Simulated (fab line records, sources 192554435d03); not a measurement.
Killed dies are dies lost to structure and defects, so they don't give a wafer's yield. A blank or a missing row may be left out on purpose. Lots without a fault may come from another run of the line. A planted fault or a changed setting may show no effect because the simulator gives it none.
Which tool did it? | flow n5_finfet | 11 lots, 33 wafers sampled, at 2 steps of a route of 1938

WHAT THE GAUGES READ, wafer by wafer
N5_PASSIVATION_OVL_MEAS_63. Usual: PAD_OVL -5 nm, standard deviation 6.1.
lot  | measured     | on         | PAD_OVL (nm) | flag
L863 | day 12 07:11 | overlay-01 | -12 -8 -10   |
L865 | day 12 18:35 | overlay-01 | -5 -8 -6     |
L869 | day 13 09:23 | overlay-02 | -8 -11 -22   |
L870 | day 13 22:14 | overlay-02 | -3 -2 -6     |
L871 | day 14 02:58 | overlay-01 | 3 -1 -3      |
L872 | day 14 12:00 | overlay-01 | -8 -3 -5     |
L873 | day 15 13:28 | overlay-01 | 2 -8 -1      |
L874 | day 14 18:27 | overlay-01 | -7 -14 -8    |
L878 | day 16 19:58 | overlay-02 | -12 1 -6     |
L882 | day 17 11:28 | overlay-02 | 1 5 -4       |
L885 | day 18 07:05 | overlay-02 | 0 1 3        |

WHICH TOOL RAN EACH LOT (tool, then ch and the chambers of the sampled wafers, then the start)
lot  | N5_BEOL_M1_SPUTTER_90
L863 | pvd_sputter-03, day 6 16:43
L865 | pvd_sputter-02, day 7 04:50
L869 | pvd_sputter-02, day 8 02:20
L870 | pvd_sputter-02, day 8 10:21
L871 | pvd_sputter-02, day 8 16:26
L872 | pvd_sputter-01, day 8 17:42
L873 | pvd_sputter-01, day 9 10:15
L874 | pvd_sputter-02, day 9 10:53
L878 | pvd_sputter-03, day 10 09:55
L882 | pvd_sputter-02, day 12 00:56
L885 | pvd_sputter-02, day 12 10:48
- N5_BEOL_M1_SPUTTER_90: material Cu, target thk 4.5 nm, time 8.29 s.

WHAT THE TOOLS THEMSELVES READ (means of the sampled wafers that have a number; where no wafer has one, the mark that the record gives instead)
N5_BEOL_M1_SPUTTER_90. Usual: chuck_sensor_temp_C -15.8 C, standard deviation 0.46; throttle_valve_pct 29.9 %, standard deviation 1.3.
lot  | tool           | chuck_sensor_temp_C (C) | throttle_valve_pct (%) | flag
L863 | pvd_sputter-03 | -15.9                   | 31.2                   |
L865 | pvd_sputter-02 | -16.0                   | 30.6                   |
L869 | pvd_sputter-02 | -15.7                   | 30.0                   |
L870 | pvd_sputter-02 | -15.7                   | 30.3                   |
L871 | pvd_sputter-02 | -15.7                   | 29.9                   |
L872 | pvd_sputter-01 | -15.5                   | 29.3                   |
L873 | pvd_sputter-01 | -15.6                   | 28.5                   |
L874 | pvd_sputter-02 | -16.1                   | 29.7                   |
L878 | pvd_sputter-03 | -16.1                   | 31.4                   |
L882 | pvd_sputter-02 | -15.8                   | 30.2                   |
L885 | pvd_sputter-02 | -15.4                   | 30.1                   |

THE ANSWER, worked out from the rows above alone
Rule: a lot is off if the mean of its wafers that have a number lies more than 3 standard deviations from the usual mean. A lot without any number at a reading at which 4 lots or more have one is off too. The other lots that the step has rows for count as sound. The gauges are gone through in route order, then the tools' own readings, and for those a lot's mean is taken as printed above. The first step at which some lot is off is used, and at that step the reading that is off furthest; a lot without a number counts as furthest.
No lot is off at any reading shown: from this, nothing can be told.

WHAT THE SIMULATOR HAD PUT IN
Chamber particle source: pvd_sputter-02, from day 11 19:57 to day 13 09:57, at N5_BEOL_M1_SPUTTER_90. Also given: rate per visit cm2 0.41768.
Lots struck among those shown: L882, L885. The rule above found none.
